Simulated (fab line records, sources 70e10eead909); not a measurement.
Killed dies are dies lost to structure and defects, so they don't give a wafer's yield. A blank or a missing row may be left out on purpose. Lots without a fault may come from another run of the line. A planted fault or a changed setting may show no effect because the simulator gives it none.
Tool commonality check | flow nand_harc | 11 lots, 33 wafers sampled

WHY IT WAS OPENED
At NHARC_A_WL_FILL_INSPECT_15 the reading raw_defect_count is flagged on 2 of 11 lots. Wafers without a fault read 479, standard deviation 130.
Rule: a lot is flagged when every wafer of it that has a number lies more than 4 standard deviations from that mean, or none has a number. The other lots count as sound.

lot  | measured     | on                | raw_defect_count, wafer by wafer | flag
L853 | day 22 09:27 | defect_inspect-02 | 620 568 745                      |
L857 | day 23 15:58 | defect_inspect-01 | 2692 2672 2470                   | FLAGGED
L858 | day 23 22:11 | defect_inspect-01 | 2465 2452 2450                   | FLAGGED
L866 | day 26 03:49 | defect_inspect-02 | 337 310 376                      |
L867 | day 27 11:45 | defect_inspect-01 | 584 329 509                      |
L868 | day 27 11:46 | defect_inspect-02 | 400 364 367                      |
L870 | day 28 16:14 | defect_inspect-02 | 442 641 612                      |
L869 | day 28 16:23 | defect_inspect-01 | 405 360 399                      |
L872 | day 29 05:17 | defect_inspect-02 | 378 480 538                      |
L871 | day 29 05:28 | defect_inspect-01 | 568 509 424                      |
L873 | day 29 14:02 | defect_inspect-01 | 644 480 752                      |
The numbers of the flagged lots are 2534 on average: +2054 against the usual, or +16 standard deviations.

WHICH TOOL RAN EACH LOT
The record holds 4 process steps before the reading, out of a route of 1302 steps. In each cell: the tool, then ch and the chambers that the sampled wafers went through, then the start.
lot  | flag    | NHARC_A_SLIT_ETCH_26             | NHARC_A_WL_FILL_RTA_01           | NHARC_A_WL_FILL_ALD_10           | NHARC_A_WL_FILL_CMP_12
L853 |         | har_etch-02 ch 0,1, day 21 06:51 | rtp_anneal-02 ch 0, day 21 15:07 | ald_hk-02 ch 0,1,2, day 21 23:16 | cmp-02 ch 0,2,3, day 22 09:01
L857 | FLAGGED | har_etch-01 ch 0,1, day 22 13:53 | rtp_anneal-01 ch 0, day 22 22:07 | ald_hk-04 ch 0,1,3, day 23 05:17 | cmp-03 ch 0,1,3, day 23 15:31
L858 | FLAGGED | har_etch-01 ch 0,1, day 22 19:45 | rtp_anneal-02 ch 0, day 23 04:14 | ald_hk-04 ch 0,1,3, day 23 11:00 | cmp-03 ch 0,1,3, day 23 21:41
L866 |         | har_etch-02 ch 0,1, day 25 01:43 | rtp_anneal-01 ch 0, day 25 10:04 | ald_hk-03 ch 1,2,3, day 25 17:43 | cmp-03 ch 0,1,3, day 26 03:23
L867 |         | har_etch-02 ch 0,1, day 26 09:44 | rtp_anneal-01 ch 0, day 26 18:00 | ald_hk-02 ch 0,1, day 27 00:34   | cmp-02 ch 1,2, day 27 11:17
L868 |         | har_etch-01 ch 0,1, day 26 09:41 | rtp_anneal-02 ch 0, day 26 18:04 | ald_hk-04 ch 0,2,3, day 27 01:54 | cmp-01 ch 0,1,3, day 27 11:20
L870 |         | har_etch-01 ch 0,1, day 27 15:10 | rtp_anneal-02 ch 0, day 27 23:00 | ald_hk-04 ch 2,3, day 28 05:44   | cmp-03 ch 0,1, day 28 15:47
L869 |         | har_etch-02 ch 0,1, day 27 14:35 | rtp_anneal-01 ch 0, day 27 22:56 | ald_hk-02 ch 0,1,3, day 28 05:43 | cmp-01 ch 0,1,2, day 28 15:54
L872 |         | har_etch-02 ch 0,1, day 28 00:28 | rtp_anneal-01 ch 0, day 28 08:52 | ald_hk-03 ch 0,1,3, day 28 19:06 | cmp-02 ch 0,1,3, day 29 04:51
L871 |         | har_etch-02 ch 0,1, day 28 04:19 | rtp_anneal-02 ch 0, day 28 12:44 | ald_hk-04 ch 2,3, day 28 17:33   | cmp-01 ch 0,1,3, day 29 05:00
L873 |         | har_etch-01 ch 0,1, day 28 08:55 | rtp_anneal-02 ch 0, day 28 19:14 | ald_hk-02 ch 1,2,3, day 29 02:56 | cmp-01 ch 0,1,2, day 29 13:32
What these steps do:
- NHARC_A_SLIT_ETCH_26: etches the open film in C4F8/O2/Ar, time 90 s, target depth 400 nm.
- NHARC_A_WL_FILL_RTA_01: time 5 s.
- NHARC_A_WL_FILL_ALD_10: deposits SiO2, target thk 50 nm, pulse time 10 s, ald cycles 500.
- NHARC_A_WL_FILL_CMP_12: polishes, t overpolish 30 s, target thk 100 nm.
- NHARC_A_WL_FILL_INSPECT_15

FLAGGED OVER TOTAL, TOOL BY TOOL (the gauges that took the reading come last)
step                       | tool              | lots run | flagged | share of the flagged lots | sound lots run after its first flagged lot
NHARC_A_SLIT_ETCH_26       | har_etch-01       | 5        | 2       | all                       | 3 (L868,L870,L873)
NHARC_A_SLIT_ETCH_26       | har_etch-02       | 6        | 0       | none                      | -
NHARC_A_WL_FILL_RTA_01     | rtp_anneal-01     | 5        | 1       | some                      | 4 (L866,L867,L869,L872)
NHARC_A_WL_FILL_RTA_01     | rtp_anneal-02     | 6        | 1       | some                      | 4 (L868,L870,L871,L873)
NHARC_A_WL_FILL_ALD_10     | ald_hk-02         | 4        | 0       | none                      | -
NHARC_A_WL_FILL_ALD_10     | ald_hk-03         | 2        | 0       | none                      | -
NHARC_A_WL_FILL_ALD_10     | ald_hk-04         | 5        | 2       | all                       | 3 (L868,L870,L871)
NHARC_A_WL_FILL_CMP_12     | cmp-01            | 4        | 0       | none                      | -
NHARC_A_WL_FILL_CMP_12     | cmp-02            | 3        | 0       | none                      | -
NHARC_A_WL_FILL_CMP_12     | cmp-03            | 4        | 2       | all                       | 2 (L866,L870)
NHARC_A_WL_FILL_INSPECT_15 | defect_inspect-01 | 6        | 2       | all                       | 4 (L867,L869,L871,L873)
NHARC_A_WL_FILL_INSPECT_15 | defect_inspect-02 | 5        | 0       | none                      | -

WHAT THE TABLE ALLOWS
4 rows of the table ran every flagged lot: har_etch-01 at NHARC_A_SLIT_ETCH_26, ald_hk-04 at NHARC_A_WL_FILL_ALD_10, cmp-03 at NHARC_A_WL_FILL_CMP_12, defect_inspect-01 at NHARC_A_WL_FILL_INSPECT_15.
- har_etch-01 at NHARC_A_SLIT_ETCH_26: 2 of its 5 lots flagged. Sound lots ran on it after the first flagged one (L868, L870, L873), which a lasting fault on the whole tool wouldn't allow.
- ald_hk-04 at NHARC_A_WL_FILL_ALD_10: 2 of its 5 lots flagged. Sound lots ran on it after the first flagged one (L868, L870, L871), which a lasting fault on the whole tool wouldn't allow.
- cmp-03 at NHARC_A_WL_FILL_CMP_12: 2 of its 4 lots flagged. Sound lots ran on it after the first flagged one (L866, L870), which a lasting fault on the whole tool wouldn't allow. On the flagged lots its readings are blank where sound lots have values: edge_zone_pressure_frac, motor_current_A, overpolish_run_s, time_to_endpoint_s.
- defect_inspect-01 at NHARC_A_WL_FILL_INSPECT_15: 2 of its 6 lots flagged. Sound lots ran on it after the first flagged one (L867, L869, L871, L873), which a lasting fault on the whole tool wouldn't allow.
No row of the table ran every flagged lot and no sound lot after the first.

WHAT THE SIMULATOR HAD PUT IN
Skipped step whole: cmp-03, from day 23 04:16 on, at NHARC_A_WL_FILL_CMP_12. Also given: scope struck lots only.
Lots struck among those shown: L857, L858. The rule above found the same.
